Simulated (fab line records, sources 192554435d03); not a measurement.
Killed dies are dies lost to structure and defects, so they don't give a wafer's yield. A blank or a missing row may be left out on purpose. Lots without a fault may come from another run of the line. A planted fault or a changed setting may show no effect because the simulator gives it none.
fab line records | flow n5_finfet
record lots=21 wafers=63 last_day=17
route steps=1938 shown BEOL_M1@769
lots that met no fault: from a run of the same line without faults
start_h: hours from the record's first day to the start of the lot's first wafer shown | wait_h: hours since the lot's step before | " the same as in the row above | L1.1+2: a row that stands for several wafers | - no value, or no start given | * or withheld: withheld | < > ~ a bound
route shown NAME@n: a module of which the file shows steps, and the number in the route of the first | usual: mean/standard deviation of fault-free wafers | same: alike in all rows | chamber/n: place in a boat | sites: the reading at each site | _std_site: their standard deviation | _edge_site: outer sites' mean less inner sites' | radius_mm: how far each site lies from the wafer's centre | mask NAME#n: copy n | behind: the tool/chamber that last shaped the wafer | hold: why the lot was held/for how many hours/how that ended | device: the transistor (n, p or np) that didn't switch | end of line: the same wafers' tests at the end of the route | a step without rows: its recipe alone | killed: dies lost to structure and defects at the first sort, not the wafer's yield | map: a wafer's dies, x killed, . not, _ none there
set.NAME: the setting as run; set.NAME@STEP: as run at that earlier step | model.NAME: the simulator's own value behind a step, which no gauge read
steps of the route over a sample of lots; a table a step, a row a wafer
services: from which hour (start_h, from the record's first day; less than 0 if before it) a tool's chamber was out of use, for how many hours, and why
## steps
# step N5_BEOL_M1_ETCH_63
# recipe chemistry=CF4 target=SiARC target_depth_a=156 mask_material=CAR-EUV time_s=26 ion_energy_ev=80 pressure_mtorr=40 source_w=545 bias_w=36 Ar_flow_sccm=100 cf4_flow_sccm=100 ends=cleared
# usual drypump_motor_current_A=5.9/0.47 etch_rf_on_time_s=26.1/0.57 oes_product_au=0.66/0.071 rf_fwd_power_W=532.2/2.3 rf_vpp_V=184.5/1.1 showerhead_plenum_p_Torr=2.18/0.058 throttle_valve_pct=15.57/0.18
# columns lot.wafer tool chamber start_h wait_h drypump_motor_current_A etch_rf_on_time_s oes_product_au rf_fwd_power_W rf_hours_counter_h rf_vpp_V showerhead_plenum_p_Torr throttle_valve_pct
L074.1 rie_diel-03 0 125.15 0.0 6.7 26.4 0.65 532.3 104 184.5 2.17 15.62
L074.4 " 0 " " 6.7 26.6 0.66 533.5 - 184.2 2.17 15.62
L074.6 " 1 " " 6.1 26.4 0.64 529.3 - 184.0 2.25 15.77
L075.1 rie_diel-03 1 129.44 0.0 6.1 26.4 0.64 528.9 154 184.7 2.25 15.78
L075.4 " 3 " " 6.0 26.5 0.61 534.3 - 185.3 2.21 15.72
L075.6 " 1 " " 6.0 26.4 0.64 530.5 - 186.5 2.25 15.76
L076.2 rie_diel-02 1 131.58 0.0 5.7 25.6 0.66 531.8 139 184.2 2.13 15.30
L076.3 " 0 " " 5.1 25.7 0.61 529.9 211 186.1 2.20 15.67
L076.4 " 2 " " 6.4 26.7 0.62 531.4 189 184.8 2.12 15.71
L077.2 rie_diel-03 0 141.01 0.0 6.7 26.4 0.65 531.3 110 185.2 2.17 15.62
L077.3 " 2 " " 4.8 26.3 0.81 530.7 1 182.5 2.12 15.39
L077.5 " 0 " " 6.7 26.5 0.66 532.2 - 183.3 2.17 15.62
L078.1 rie_diel-02 3 147.71 0.0 5.5 25.1 0.61 531.8 250 183.2 2.03 15.70
L078.2 " 0 " " 5.1 25.4 0.61 530.9 217 184.7 2.20 15.67
L078.3 " 2 " " 6.5 26.4 0.61 534.3 194 182.9 2.12 15.71
L079.3 rie_diel-01 3 149.57 0.0 6.4 25.8 0.63 533.8 178 182.8 2.14 15.67
L079.4 " 2 " " 5.7 26.6 0.61 532.1 188 184.9 2.20 15.32
L079.5 " 1 " " 5.9 25.7 0.76 531.1 - 185.0 2.27 15.47
L080.2 rie_diel-02 0 154.27 0.0 5.1 25.8 0.61 532.7 219 186.0 2.20 15.70
L080.3 " 1 " " 5.7 25.6 0.65 530.0 147 184.2 2.13 15.30
L080.6 " 2 " " 6.5 26.8 0.61 530.6 - 184.4 2.12 15.72
L081.2 rie_diel-02 2 166.72 0.0 6.5 26.9 0.61 536.0 201 184.0 2.11 15.72
L081.3 " 0 " " 5.1 26.3 0.59 529.3 224 186.3 2.20 15.69
L081.4 " 1 " " 5.8 25.7 0.65 529.7 - 184.2 2.13 15.31
L082.1 rie_diel-01 1 167.28 0.0 5.9 25.7 0.75 530.6 43 185.9 2.27 15.46
L082.4 " 2 " " 5.7 26.6 0.61 531.2 191 184.3 2.20 15.32
L082.5 " 3 " " 6.3 26.1 0.63 533.0 - 183.7 2.14 15.69
L083.1 rie_diel-02 1 174.73 0.0 5.8 25.6 0.65 529.9 153 184.8 2.13 15.31
L083.5 " 3 " " 5.6 25.6 0.86 529.9 - 185.8 2.28 15.22
L083.6 " 2 " " 6.4 26.5 0.62 534.6 - 185.0 2.11 15.74
L084.1 rie_diel-01 2 183.06 0.0 5.7 26.5 0.61 530.6 196 183.7 2.20 15.33
L084.2 " 3 " " 6.3 25.9 0.62 535.8 187 183.9 2.14 15.70
L084.4 " 0 " " 5.8 24.8 0.79 533.9 24 183.1 2.19 15.58
L086.1 rie_diel-01 1 200.01 0.0 5.9 25.5 0.74 530.5 52 185.0 2.27 15.48
L086.2 " 3 " " 6.3 25.9 0.62 534.4 192 184.3 2.14 15.68
L086.4 " 2 " " 5.7 26.8 0.61 530.7 201 184.0 2.20 15.34
L085.3 rie_diel-02 2 200.52 0.0 6.5 26.9 0.60 535.4 211 183.0 2.11 15.75
L085.4 " 0 " " 5.1 26.2 0.59 530.9 233 184.2 2.20 15.69
L085.5 " 3 " " 5.6 26.0 0.82 530.2 - 187.0 2.28 15.25
L088.3 rie_diel-02 0 212.42 0.0 5.0 25.5 0.60 531.5 236 186.6 2.19 15.72
L088.4 " 3 " " 5.6 25.4 0.82 529.3 12 185.8 2.28 15.24
L088.5 " 1 " " 5.8 25.9 0.64 532.2 - 184.5 2.13 15.34
L089.1 rie_diel-01 1 218.12 0.0 5.9 25.8 0.73 530.1 58 185.2 2.27 15.49
L089.2 " 3 " " 6.3 26.0 0.61 534.6 198 182.6 2.13 15.72
L089.6 " 2 " " 5.7 26.7 0.60 531.4 - 184.8 2.20 15.36
L090.1 rie_diel-01 0 223.38 0.0 5.8 24.5 0.78 534.6 34 183.5 2.19 15.62
L090.4 " 3 " " 6.3 25.8 0.62 533.1 200 183.3 2.13 15.72
L090.5 " 0 " " 5.8 24.4 0.78 537.3 - 185.7 2.19 15.61
L091.3 rie_diel-02 0 223.62 0.0 5.1 25.7 0.59 532.5 240 182.5 2.19 15.72
L091.4 " 3 " " 5.6 25.6 0.81 531.1 15 186.8 2.28 15.26
L091.5 " 2 " " 6.4 26.3 0.61 536.6 - 181.8 2.11 15.78
L092.1 rie_diel-01 0 229.20 0.0 5.8 25.0 0.76 535.9 36 183.4 2.18 15.63
L092.2 " 1 " " 5.9 25.9 0.72 532.1 62 186.4 2.27 15.50
L092.5 " 3 " " 6.3 26.1 0.62 535.9 - 184.4 2.13 15.71
L094.1 rie_diel-01 2 248.69 0.0 5.7 26.9 0.59 532.0 217 184.2 2.19 15.37
L094.4 " 0 " " 5.8 25.3 0.75 535.8 42 182.7 2.18 15.62
L094.5 " 2 " " 5.7 26.7 0.60 530.8 - 185.8 2.19 15.36
L096.3 rie_diel-03 0 261.18 0.0 6.8 26.8 0.63 532.3 143 185.2 2.16 15.68
L096.5 " 3 " " 6.0 26.2 0.59 536.3 - 184.9 2.20 15.79
L096.6 " 0 " " 6.7 27.0 0.63 532.0 - 182.8 2.16 15.68
L097.1 rie_diel-03 1 264.47 0.0 6.1 26.5 0.61 529.1 194 185.2 2.23 15.85
L097.2 " 0 " " 6.7 26.8 0.62 530.6 145 183.8 2.16 15.72
L097.5 " 2 " " 4.9 26.5 0.71 534.6 - 184.3 2.11 15.46
# step N5_BEOL_M1_ETCH_41
# recipe chemistry=CH3F/O2 target=SiCN target_depth_a=319 taper_deg=2 time_s=57.8 ion_energy_ev=120 mask_material=TiN pressure_mtorr=30 source_w=395 bias_w=75 Ar_flow_sccm=150 CH3F_flow_sccm=30 O2_flow_sccm=20
# usual drypump_motor_current_A=5.9/0.52 oes_product_au=0.77/0.083 rf_fwd_power_W=391.7/1.5 rf_vpp_V=297.9/1.4 showerhead_plenum_p_Torr=2.04/0.054 throttle_valve_pct=16.29/0.18
# same time_s=57.8
# columns lot.wafer tool chamber start_h wait_h drypump_motor_current_A oes_product_au rf_fwd_power_W rf_hours_counter_h rf_vpp_V showerhead_plenum_p_Torr throttle_valve_pct
L074.1 rie_diel-02 3 - - 5.6 0.70 391.7 244 294.8 1.89 16.41
L074.4 " 2 " " 6.4 0.72 392.3 189 298.1 1.98 16.47
L074.6 " 0 " " 5.1 0.71 392.8 - 298.9 2.06 16.38
L075.1 rie_diel-03 3 - - 5.9 0.72 393.6 165 298.9 2.07 16.41
L075.4 " 1 " " 6.1 0.75 390.8 - 299.5 2.10 16.49
L075.6 " 3 " " 5.9 0.73 392.3 - 298.2 2.06 16.40
L076.2 rie_diel-02 1 - - 5.7 0.77 391.4 141 297.1 2.00 16.04
L076.3 " 0 " " 5.0 0.71 389.2 213 299.0 2.06 16.41
L076.4 " 3 " " 5.6 0.71 392.3 246 294.7 1.89 16.41
L077.2 rie_diel-03 1 - - 6.1 0.75 390.0 159 299.1 2.10 16.48
L077.3 " 0 " " 6.7 0.77 391.8 110 297.5 2.03 16.38
L077.5 " 1 " " 6.1 0.74 390.9 - 298.4 2.10 16.49
L078.1 rie_diel-02 0 - - 5.0 0.70 390.7 218 298.9 2.06 16.40
L078.2 " 1 " " 5.7 0.77 391.2 145 296.8 2.00 16.07
L078.3 " 2 " " 6.4 0.72 391.9 195 296.5 1.98 16.49
L079.3 rie_diel-03 3 - - 6.0 0.73 392.7 172 298.7 2.06 16.42
L079.4 " 2 " " 4.9 0.93 390.8 5 295.8 1.98 16.10
L079.5 " 1 " " 6.1 0.74 391.2 - 298.6 2.10 16.49
L080.2 rie_diel-01 2 - - 5.7 0.72 390.4 189 298.0 2.07 16.04
L080.3 " 0 " " 5.8 0.93 395.5 17 297.0 2.04 16.22
L080.6 " 3 " " 6.4 0.74 392.1 - 296.3 1.99 16.29
L081.2 rie_diel-03 0 - - 6.8 0.76 390.7 117 297.6 2.03 16.40
L081.3 " 1 " " 6.1 0.74 387.9 167 298.4 2.10 16.51
L081.4 " 2 " " 4.9 0.91 393.8 9 296.6 1.98 16.10
L082.1 rie_diel-02 3 - - 5.6 1.00 394.9 1 299.9 2.14 15.96
L082.4 " 0 " " 5.1 0.70 389.8 225 298.3 2.06 16.41
L082.5 " 2 " " 6.5 0.71 389.7 - 295.5 1.98 16.48
L083.1 rie_diel-01 3 - - 6.3 0.73 391.3 186 296.7 1.99 16.32
L083.5 " 1 " " 5.9 0.87 391.2 - 298.1 2.12 16.13
L083.6 " 0 " " 5.8 0.92 392.2 - 297.5 2.03 16.25
L084.1 rie_diel-02 1 - - 5.7 0.75 391.2 156 295.6 2.00 16.07
L084.2 " 3 " " 5.6 0.97 392.5 5 299.6 2.14 15.99
L084.4 " 2 " " 6.4 0.71 391.6 207 297.0 1.98 16.50
L086.1 rie_diel-03 1 - - 6.1 0.74 389.1 173 298.1 2.09 16.51
L086.2 " 2 " " 4.9 0.89 390.5 18 297.7 1.97 16.13
L086.4 " 0 " " 6.7 0.76 393.0 126 296.5 2.03 16.43
L085.3 rie_diel-02 3 - - 5.6 0.95 392.0 10 301.3 2.14 15.99
L085.4 " 2 " " 6.5 0.71 393.5 212 295.9 1.98 16.51
L085.5 " 3 " " 5.6 0.95 392.7 - 300.0 2.14 15.99
L088.3 rie_diel-03 2 - - 4.8 0.88 392.3 22 297.1 1.97 16.14
L088.4 " 1 " " 6.1 0.73 390.6 178 298.6 2.09 16.51
L088.5 " 1 " " 6.1 0.72 390.6 - 297.7 2.09 16.53
L089.1 rie_diel-01 1 - - 5.9 0.84 391.3 59 300.9 2.12 16.17
L089.2 " 2 " " 5.7 0.70 390.2 208 297.8 2.06 16.09
L089.6 " 3 " " 6.4 0.72 393.1 - 297.4 1.98 16.33
L090.1 rie_diel-03 0 - - 6.7 0.75 390.0 133 297.4 2.03 16.43
L090.4 " 2 " " 4.9 0.88 393.8 25 296.0 1.97 16.13
L090.5 " 0 " " 6.7 0.76 391.5 - 297.2 2.03 16.42
L091.3 rie_diel-02 0 - - 5.1 0.69 391.1 240 298.5 2.05 16.45
L091.4 " 3 " " 5.6 0.94 391.4 16 299.8 2.14 16.01
L091.5 " 2 " " 6.5 0.71 392.1 - 297.4 1.98 16.53
L092.1 rie_diel-02 2 - - 6.4 0.70 392.8 221 296.6 1.97 16.53
L092.2 " 0 " " 5.1 0.69 392.0 243 297.8 2.05 16.44
L092.5 " 1 " " 5.7 0.74 392.6 - 297.2 1.99 16.10
L094.1 rie_diel-02 0 - - 5.0 0.69 390.9 250 300.8 2.05 16.48
L094.4 " 1 " " 5.7 0.74 391.9 - 295.7 1.99 16.14
L094.5 " 3 " " 5.6 0.92 390.6 - 299.0 2.13 16.00
L096.3 rie_diel-01 1 - - 5.9 0.83 389.4 72 299.1 2.11 16.19
L096.5 " 2 " " 5.7 0.69 388.2 - 299.4 2.06 16.12
L096.6 " 3 " " 6.2 0.71 393.2 - 296.5 1.98 16.35
L097.1 rie_diel-03 3 - - 6.0 0.70 393.4 204 296.8 2.05 16.49
L097.2 " 2 " " 4.8 0.84 392.9 39 296.9 1.97 16.18
L097.5 " 0 " " 6.7 0.73 392.0 - 297.3 2.02 16.46
# step N5_BEOL_M1_CD_MEAS_35
# recipe target_cd_nm=18 target_cd_y_nm=21 polarity=opening
# usual cd_nm=17.9/0.38
# columns lot.wafer tool chamber start_h wait_h cd_nm
L074.1 cd_sem-03 - 130.90 0.0 17.9
L074.4 " - " " 17.9
L074.6 " - " " 17.5
L075.1 cd_sem-01 - 132.19 0.0 17.8
L075.4 " - " " 17.8
L075.6 " - " " 17.6
L076.2 cd_sem-01 - 136.68 0.0 17.8
L076.3 " - " " 18.1
L076.4 " - " " 18.0
L077.2 cd_sem-02 - 143.81 0.0 18.3
L077.3 " - " " 17.7
L077.5 " - " " 18.0
L078.1 cd_sem-01 - 149.47 0.0 18.1
L078.2 " - " " 18.0
L078.3 " - " " 17.9
L079.3 cd_sem-03 - 156.93 0.0 17.7
L079.4 " - " " 17.5
L079.5 " - " " 17.8
L080.2 cd_sem-02 - 157.00 0.0 18.3
L080.3 " - " " 17.9
L080.6 " - " " 18.1
L081.2 cd_sem-03 - 171.05 0.0 17.9
L081.3 " - " " 17.8
L081.4 " - " " 17.9
L082.1 cd_sem-03 - 174.19 0.0 18.5
L082.4 " - " " 17.8
L082.5 " - " " 18.2
L083.1 cd_sem-03 - 179.10 0.0 17.6
L083.5 " - " " 18.4
L083.6 " - " " 17.3
L084.1 cd_sem-01 - 186.66 0.0 17.5
L084.2 " - " " 17.7
L084.4 " - " " 18.0
L086.1 cd_sem-03 - 204.40 0.0 17.9
L086.2 " - " " 17.7
L086.4 " - " " 17.9
L085.3 cd_sem-01 - 204.44 0.0 17.1
L085.4 " - " " 17.9
L085.5 " - " " 18.0
L088.3 cd_sem-03 - 217.55 0.0 17.9
L088.4 " - " " 18.6
L088.5 " - " " 18.2
L089.1 cd_sem-02 - 220.12 0.0 17.7
L089.2 " - " " 17.7
L089.6 " - " " 17.5
L090.1 cd_sem-03 - 225.60 0.0 17.8
L090.4 " - " " 18.1
L090.5 " - " " 17.3
L091.3 cd_sem-03 - 225.75 0.0 17.8
L091.4 " - " " 18.5
L091.5 " - " " 18.0
L092.1 cd_sem-01 - 230.95 0.0 18.1
L092.2 " - " " 18.4
L092.5 " - " " 18.2
L094.1 cd_sem-01 - 251.82 0.0 17.4
L094.4 " - " " 18.0
L094.5 " - " " 16.7
L096.3 cd_sem-02 - 263.29 0.0 18.0
L096.5 " - " " 18.5
L096.6 " - " " 18.1
L097.1 cd_sem-03 - 267.09 0.0 17.7
L097.2 " - " " 17.9
L097.5 " - " " 18.1
# step N5_BEOL_M1_SURFACE_TREAT_85
# recipe gas=Ar time_s=* ion_energy_ev=* ion_current_ma_cm2=0.5 pressure_mtorr=* ar_flow_sccm=30
# usual throttle_valve_pct=*
# same time_s=*
# columns lot.wafer tool chamber start_h wait_h throttle_valve_pct
L074.1 pvd_sputter-02 - 131.59 0.2 *
L074.4 " - " " *
L074.6 " - " " *
L075.1 pvd_sputter-03 - 133.85 0.9 *
L075.4 " - " " *
L075.6 " - " " *
L076.2 pvd_sputter-02 - 137.24 0.1 *
L076.3 " - " " *
L076.4 " - " " *
L077.2 pvd_sputter-02 - 144.42 0.1 *
L077.3 " - " " *
L077.5 " - " " *
L078.1 pvd_sputter-02 - 149.96 0.2 *
L078.2 " - " " *
L078.3 " - " " *
L079.3 pvd_sputter-03 - 157.56 0.1 *
L079.4 " - " " *
L079.5 " - " " *
L080.2 pvd_sputter-02 - 158.46 0.8 *
L080.3 " - " " *
L080.6 " - " " *
L081.2 pvd_sputter-03 - 171.64 0.3 *
L081.3 " - " " *
L081.4 " - " " *
L082.1 pvd_sputter-01 - 175.15 0.2 *
L082.4 " - " " *
L082.5 " - " " *
L083.1 pvd_sputter-03 - 180.24 0.3 *
L083.5 " - " " *
L083.6 " - " " *
L084.1 pvd_sputter-01 - 187.23 0.1 *
L084.2 " - " " *
L084.4 " - " " *
L086.1 pvd_sputter-03 - 205.25 0.4 *
L086.2 " - " " *
L086.4 " - " " *
L085.3 pvd_sputter-02 - 205.43 0.2 *
L085.4 " - " " *
L085.5 " - " " *
L088.3 pvd_sputter-03 - 218.34 0.2 *
L088.4 " - " " *
L088.5 " - " " *
L089.1 pvd_sputter-03 - 220.50 0.1 *
L089.2 " - " " *
L089.6 " - " " *
L090.1 pvd_sputter-02 - 226.11 0.2 *
L090.4 " - " " *
L090.5 " - " " *
L091.3 pvd_sputter-02 - 226.15 0.1 *
L091.4 " - " " *
L091.5 " - " " *
L092.1 pvd_sputter-02 - 231.63 0.2 *
L092.2 " - " " *
L092.5 " - " " *
L094.1 pvd_sputter-01 - 252.42 0.2 *
L094.4 " - " " *
L094.5 " - " " *
L096.3 pvd_sputter-03 - 263.94 0.1 *
L096.5 " - " " *
L096.6 " - " " *
L097.1 pvd_sputter-02 - 267.95 0.2 *
L097.2 " - " " *
L097.5 " - " " *
# step N5_BEOL_M1_SPUTTER_81
# recipe material=Cu target_thk_a=45 temp_c=-20 chamber_pressure_pa=0.07 power_w=withheld time_s=8.29
# usual chamber_pressure_pa=0.06999/0.00015 chuck_gas_flow_sccm=1.26/0.056 substrate_temp_c=-20.01/0.099 susceptor_temp_C=-20.00/0.1 throttle_valve_pct=29.8/0.95
# same time_s=8.29
# columns lot.wafer tool chamber start_h wait_h chamber_pressure_pa chuck_gas_flow_sccm substrate_temp_c susceptor_temp_C throttle_valve_pct
L074.1 pvd_sputter-03 - 132.45 0.1 0.07003 1.28 -20.13 -20.10 29.1
L074.4 " - " " 0.06999 1.19 -20.08 -19.82 29.5
L074.6 " - " " 0.07013 1.22 -19.91 -19.97 28.6
L075.1 pvd_sputter-03 - 134.75 0.1 0.06982 1.33 -20.00 -20.01 28.9
L075.4 " - " " 0.06976 1.30 -20.02 -19.97 31.3
L075.6 " - " " 0.06989 1.24 -19.94 -20.08 28.9
L076.2 pvd_sputter-03 - 138.05 0.1 0.07007 1.38 -19.92 -20.02 28.8
L076.3 " - " " 0.06993 1.29 -20.03 -20.04 31.7
L076.4 " - " " 0.07006 1.27 -19.93 -20.02 29.4
L077.2 pvd_sputter-03 - 145.15 0.1 0.06986 1.26 -20.12 -20.16 29.1
L077.3 " - " " 0.06987 1.24 -20.18 -19.91 29.4
L077.5 " - " " 0.06993 1.26 -20.04 -20.02 28.9
L078.1 pvd_sputter-02 - 150.66 0.1 0.07001 1.19 -20.01 -20.03 31.3
L078.2 " - " " 0.07012 1.26 -19.98 -20.11 30.3
L078.3 " - " " 0.07016 1.27 -19.99 -20.10 29.3
L079.3 pvd_sputter-03 - 158.50 0.1 0.07015 1.22 -19.77 -19.81 28.8
L079.4 " - " " 0.07006 1.22 -19.98 -19.97 29.3
L079.5 " - " " 0.07013 1.22 -20.07 -19.84 29.4
L080.2 pvd_sputter-03 - 160.42 0.1 0.06978 1.37 -20.08 -20.08 31.5
L080.3 " - " " 0.06992 1.27 -20.03 -19.97 28.7
L080.6 " - " " 0.07007 1.14 -19.98 -19.98 29.3
L081.2 pvd_sputter-02 - 172.51 0.1 0.06971 1.22 -20.05 -20.03 30.3
L081.3 " - " " 0.06959 1.21 -20.14 -20.05 31.1
L081.4 " - " " 0.0702 1.24 -19.92 -20.10 29.2
L082.1 pvd_sputter-03 - 176.20 0.1 0.06993 1.25 -20.03 -19.98 31.4
L082.4 " - " " 0.06998 1.25 -20.01 -20.21 28.7
L082.5 " - " " 0.07003 1.21 -19.97 -19.92 29.2
L083.1 pvd_sputter-03 - 181.26 0.1 0.07018 1.18 -19.81 -20.05 29.2
L083.5 " - " " 0.06989 1.22 -19.84 -19.97 29.1
L083.6 " - " " 0.06988 1.37 -20.13 -20.02 31.4
L084.1 pvd_sputter-03 - 187.93 0.1 0.07012 1.33 -20.02 -20.01 28.7
L084.2 " - " " 0.06989 1.20 -19.88 -20.09 28.9
L084.4 " - " " 0.06991 1.32 -19.76 -20.10 31.3
L086.1 pvd_sputter-02 - 206.05 0.1 0.07011 1.28 -20.09 -20.00 30.2
L086.2 " - " " 0.06972 1.21 -20.09 -19.94 30.4
L086.4 " - " " 0.07016 1.24 -19.98 -19.80 31.0
L085.3 pvd_sputter-01 - 206.88 0.1 0.07007 1.32 -20.00 -20.00 29.4
L085.4 " - " " 0.07002 1.24 -19.89 -20.11 29.8
L085.5 " - " " 0.07015 1.33 -20.01 -20.17 29.2
L088.3 pvd_sputter-03 - 219.06 0.1 0.06987 1.27 -19.95 -20.03 29.3
L088.4 " - " " 0.07017 1.23 -19.89 -20.11 28.9
L088.5 " - " " 0.07009 1.30 -19.78 -20.05 31.5
L089.1 pvd_sputter-03 - 221.50 0.1 0.07012 1.15 -19.92 -19.91 29.4
L089.2 " - " " 0.06989 1.28 -20.01 -20.03 31.5
L089.6 " - " " 0.07001 1.20 -20.09 -19.93 29.3
L090.1 pvd_sputter-01 - 226.77 0.1 0.06996 1.26 -19.86 -19.98 27.9
L090.4 " - " " 0.0702 1.25 -20.06 -20.12 29.9
L090.5 " - " " 0.06985 1.27 -20.02 -19.95 29.9
L091.3 pvd_sputter-02 - 227.11 0.1 0.06988 1.22 -20.06 -20.06 29.3
L091.4 " - " " 0.06973 1.17 -20.03 -20.11 30.3
L091.5 " - " " 0.07015 1.25 -19.95 -19.96 29.1
L092.1 pvd_sputter-02 - 232.47 0.1 0.0701 1.31 -19.98 -20.06 30.3
L092.2 " - " " 0.06976 1.21 -20.11 -20.06 31.1
L092.5 " - " " 0.06977 1.19 -19.88 -19.96 30.7
L094.1 pvd_sputter-03 - 253.14 0.1 0.06992 1.24 -20.06 -20.10 29.0
L094.4 " - " " 0.06999 1.13 -20.09 -20.06 29.4
L094.5 " - " " 0.07001 1.28 -20.15 -20.12 29.0
L096.3 pvd_sputter-02 - 264.87 0.1 0.07013 1.21 -19.95 -19.96 29.4
L096.5 " - " " 0.07021 1.27 -19.97 -20.14 30.1
L096.6 " - " " 0.06977 1.26 -19.93 -20.06 29.6
L097.1 pvd_sputter-03 - 268.68 0.1 0.06984 1.27 -19.96 -19.85 31.2
L097.2 " - " " 0.06997 1.23 -20.04 -20.00 28.8
L097.5 " - " " 0.06993 1.27 -20.02 -20.06 31.8
# step N5_BEOL_M1_SPUTTER_96
# recipe material=Cu target_thk_a=45 temp_c=-20 chamber_pressure_pa=0.07 power_w=withheld time_s=8.29
# usual chamber_pressure_pa=0.07/0.00014 chuck_gas_flow_sccm=1.26/0.052 substrate_temp_c=-20.00/0.1 susceptor_temp_C=-19.99/0.09 throttle_valve_pct=29.8/0.94
# same time_s=8.29
# columns lot.wafer tool chamber start_h wait_h chamber_pressure_pa chuck_gas_flow_sccm substrate_temp_c susceptor_temp_C throttle_valve_pct
L074.1 pvd_sputter-03 - 133.77 0.1 0.07012 1.30 -20.00 -19.99 29.0
L074.4 " - " " 0.06988 1.21 -19.85 -19.84 29.3
L074.6 " - " " 0.06988 1.24 -20.01 -19.91 29.0
L075.1 pvd_sputter-03 - 136.07 0.1 0.06977 1.15 -20.07 -20.06 29.1
L075.4 " - " " 0.06978 1.25 -20.08 -19.95 31.4
L075.6 " - " " 0.06972 1.23 -20.02 -19.89 29.3
L076.2 pvd_sputter-03 - 139.37 0.1 0.07009 1.19 -19.87 -19.84 28.6
L076.3 " - " " 0.07011 1.19 -19.87 -19.84 31.3
L076.4 " - " " 0.07007 1.19 -19.95 -19.90 29.5
L077.2 pvd_sputter-03 - 146.47 0.1 0.07005 1.34 -19.99 -20.03 29.2
L077.3 " - " " 0.07 1.24 -20.04 -19.91 29.7
L077.5 " - " " 0.06987 1.27 -19.94 -20.05 28.8
L078.1 pvd_sputter-02 - 151.98 0.1 0.06998 1.15 -20.12 -20.02 31.0
L078.2 " - " " 0.0702 1.23 -20.12 -20.11 30.2
L078.3 " - " " 0.07003 1.26 -19.94 -20.00 29.4
L079.3 pvd_sputter-03 - 159.82 0.1 0.06996 1.27 -19.93 -20.01 29.1
L079.4 " - " " 0.0701 1.20 -19.95 -19.86 28.9
L079.5 " - " " 0.06991 1.29 -19.91 -19.96 29.2
L080.2 pvd_sputter-03 - 161.74 0.1 0.07021 1.32 -19.98 -20.03 31.6
L080.3 " - " " 0.07011 1.22 -20.16 -20.08 28.9
L080.6 " - " " 0.07032 1.25 -20.25 -20.14 29.5
L081.2 pvd_sputter-02 - 173.83 0.1 0.07002 1.33 -19.95 -20.05 30.1
L081.3 " - " " 0.06987 1.26 -19.86 -19.88 31.0
L081.4 " - " " 0.07002 1.19 -20.12 -19.99 29.2
L082.1 pvd_sputter-03 - 177.52 0.1 0.07011 1.32 -19.87 -19.89 31.6
L082.4 " - " " 0.07042 1.27 -20.09 -20.07 28.9
L082.5 " - " " 0.06975 1.12 -19.98 -19.96 29.3
L083.1 pvd_sputter-03 - 182.58 0.1 0.06991 1.29 -20.08 -19.91 28.9
L083.5 " - " " 0.07002 1.31 -20.01 -19.98 29.2
L083.6 " - " " 0.0701 1.26 -20.00 -20.04 31.5
L084.1 pvd_sputter-03 - 189.25 0.1 0.0703 1.20 -20.09 -20.18 29.3
L084.2 " - " " 0.07013 1.24 -19.89 -19.93 29.0
L084.4 " - " " 0.06997 1.28 -19.97 -19.88 31.6
L086.1 pvd_sputter-02 - 207.37 0.1 0.0702 1.27 -20.04 -20.06 29.7
L086.2 " - " " 0.06988 1.24 -19.92 -20.05 30.1
L086.4 " - " " 0.07001 1.24 -19.89 -19.84 30.9
L085.3 pvd_sputter-01 - 208.20 0.1 0.07023 1.25 -19.92 -20.06 29.6
L085.4 " - " " 0.07024 1.25 -20.11 -19.98 29.7
L085.5 " - " " 0.0701 1.30 -19.83 -20.03 29.2
L088.3 pvd_sputter-03 - 220.38 0.1 0.06981 1.31 -20.05 -19.91 29.5
L088.4 " - " " 0.06998 1.25 -20.06 -19.92 29.1
L088.5 " - " " 0.06997 1.36 -19.94 -19.97 31.6
L089.1 pvd_sputter-03 - 222.82 0.1 0.06979 1.12 -20.05 -20.03 29.2
L089.2 " - " " 0.07014 1.32 -20.04 -19.94 31.6
L089.6 " - " " 0.06992 1.25 -20.02 -20.05 29.3
L090.1 pvd_sputter-01 - 228.09 0.1 0.07019 1.29 -19.95 -19.99 28.0
L090.4 " - " " 0.07014 1.23 -20.00 -19.91 30.3
L090.5 " - " " 0.07021 1.23 -19.91 -20.15 29.8
L091.3 pvd_sputter-02 - 228.43 0.1 0.06992 1.35 -19.96 -19.93 29.3
L091.4 " - " " 0.07003 1.27 -20.01 -19.91 30.4
L091.5 " - " " 0.07005 1.28 -20.13 -19.92 29.1
L092.1 pvd_sputter-02 - 233.79 0.1 0.07017 1.30 -19.98 -19.98 30.3
L092.2 " - " " 0.07022 1.27 -20.20 -20.14 31.1
L092.5 " - " " 0.07018 1.25 -20.05 -19.89 30.4
L094.1 pvd_sputter-03 - 254.46 0.1 0.07027 1.25 -20.11 -19.97 29.1
L094.4 " - " " 0.07 1.21 -20.04 -19.83 28.9
L094.5 " - " " 0.06999 1.27 -20.16 -20.10 29.2
L096.3 pvd_sputter-02 - 266.19 0.1 0.07011 1.26 -19.84 -20.14 29.2
L096.5 " - " " 0.06975 1.31 -19.98 -20.17 30.5
L096.6 " - " " 0.06983 1.20 -19.95 -19.69 29.5
L097.1 pvd_sputter-03 - 270.00 0.1 0.06977 1.27 -20.13 -19.98 31.4
L097.2 " - " " 0.06994 1.26 -20.07 -19.97 28.8
L097.5 " - " " 0.06985 1.39 -20.16 -20.08 31.5
## services
# columns tool chamber start_h hours kind
pvd_sputter-03 - 101.84 8.9 repair
rie_diel-02 - 105.28 14.6 pm
rie_diel-03 2 116.00 - clean
rie_diel-03 2 116.00 - consumable_replace:focus_ring
rie_diel-03 2 116.00 23.7 scheduled_down
rie_diel-03 2 116.00 23.7 vent_cycle
rie_diel-02 3 147.89 - clean
rie_diel-02 3 147.89 - consumable_replace:esc
rie_diel-02 3 147.89 - consumable_replace:focus_ring
rie_diel-02 3 147.89 - consumable_replace:showerhead
rie_diel-02 3 147.89 19.6 scheduled_down
rie_diel-02 3 147.89 19.6 vent_cycle
pvd_sputter-01 - 157.09 9.9 repair
rie_diel-03 - 172.67 0.3 repair
rie_diel-03 1 193.13 8.5 repair
rie_diel-03 - 236.51 0.3 repair
rie_diel-02 2 244.08 21.0 repair
rie_diel-03 0 253.64 2.0 repair
rie_diel-02 0 254.95 14.4 repair
## key
fault none
